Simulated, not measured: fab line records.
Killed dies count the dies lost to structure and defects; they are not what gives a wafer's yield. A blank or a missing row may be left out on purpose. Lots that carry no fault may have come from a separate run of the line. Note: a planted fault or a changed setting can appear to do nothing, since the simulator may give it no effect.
The tool behind it: which one?	flow n5Finfet	36 wafers sampled from 12 lots at 1 step of a route of 1938

WHAT THE GAUGES SHOWED, per wafer
N5_SD_EPI_N_EPI_MEAS_23.
lot	measured	on	thkNm (nm)
L075	day 3 13:07	filmMetro-01	58.2 58.5 58.0
L078	day 4 06:21	filmMetro-02	59.5 58.8 59.0
L079	day 4 16:22	filmMetro-01	59.8 61.3 61.7
L081	day 5 02:07	filmMetro-01	57.6 59.9 59.7
L083	day 5 14:17	filmMetro-02	60.6 58.6 59.5
L085	day 6 00:32	filmMetro-01	60.6 60.4 58.5
L087	day 6 09:09	filmMetro-02	57.5 59.6 61.4
L089	day 7 01:51	filmMetro-01	57.7 58.9 60.0
L091	day 7 12:47	filmMetro-01	57.8 60.6 58.3
L093	day 8 01:44	filmMetro-01	59.6 59.0 60.9
L095	day 8 11:31	filmMetro-01	57.8 59.3 59.5
L097	day 9 01:40	filmMetro-02	58.7 59.9 58.5

WHAT TOOL EACH LOT RAN ON (gives the tool, then ch and the chambers of the sampled wafers, and finally the start)
The record holds no process step before these readings.

THE ANSWER, worked out from the rows above alone
Rule: the lots themselves supply what counts as usual. Put in order of their means at a reading, lots are off if they are a third of the lots or fewer, leave a main group of 4 or more, and stand apart from it by a gap of 3 or more times the standard deviation of the main group's means; of several such gaps the widest counts. The tables above print the reading to a certain number of digits; a main group whose means all agree to those digits is not used. Also off: a lot with no number at a reading for which 4 or more lots have one. The other lots that the step has rows for count as sound.
Nothing can be told from this: no lot is off at any reading shown.

WHAT THE SIMULATOR HAD INSERTED
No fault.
